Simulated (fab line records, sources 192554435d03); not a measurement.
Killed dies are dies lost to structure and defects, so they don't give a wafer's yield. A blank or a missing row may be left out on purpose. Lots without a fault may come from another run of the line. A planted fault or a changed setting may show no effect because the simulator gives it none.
One fault seen from 2 desks | flow n5_finfet | each desk has only its own numbers; what lay behind them comes last

THE TOOL OWNER'S DESK: rie_metal-03
The tool's own readings at N5_GATE_CUT_VAPOR_ETCH_60 (etches HfO2 in BCl3/Cl2): means of the sampled wafers that have a number, for each lot that ran on this tool. A lot is out of limits, marked OUT, if its mean lies more than 4 standard deviations from the usual mean; the brackets give that distance.
Columns: A = drypump_motor_current_A at N5_GATE_CUT_VAPOR_ETCH_60, usual 5.8 A; B = oes_product_au at N5_GATE_CUT_VAPOR_ETCH_60, usual 0.75 a.u.
lot  | first seen here | A   | B
L520 | day 7 03:50     | 5.9 | 0.81
L521 | day 7 07:16     | 5.8 | 0.78
L532 | day 10 01:10    | 5.8 | 0.77
This desk's finding: nothing out of limits on any of the 3 lots.

THE METROLOGY DESK
What the gauges read, lot by lot, whatever tool the lot ran on: means of the sampled wafers that have a number. A lot is out of limits, marked OUT, if its mean lies more than 4 standard deviations from the usual mean; the brackets give that distance.
Columns: A = cd_nm at N5_PASSIVATION_CD_MEAS_10, usual 2999 nm
lot  | first seen here | A
L512 | day 12 21:14    | 3000
L513 | day 13 12:31    | 2996
L521 | day 15 13:20    | 3000
L520 | day 15 13:29    | 2998
L524 | day 16 10:30    | 2997
L526 | day 16 18:15    | 2996
L527 | day 16 21:14    | 2997
L529 | day 17 12:03    | 3005
L530 | day 17 16:48    | 3000
L531 | day 18 09:05    | 2998
L532 | day 18 12:12    | 2994
This desk's finding: nothing out of limits on any of the 11 lots.

PUT TOGETHER
The tool owner's desk saw nothing out of limits.
The metrology desk saw nothing out of limits.

WHAT THE SIMULATOR HAD PUT IN
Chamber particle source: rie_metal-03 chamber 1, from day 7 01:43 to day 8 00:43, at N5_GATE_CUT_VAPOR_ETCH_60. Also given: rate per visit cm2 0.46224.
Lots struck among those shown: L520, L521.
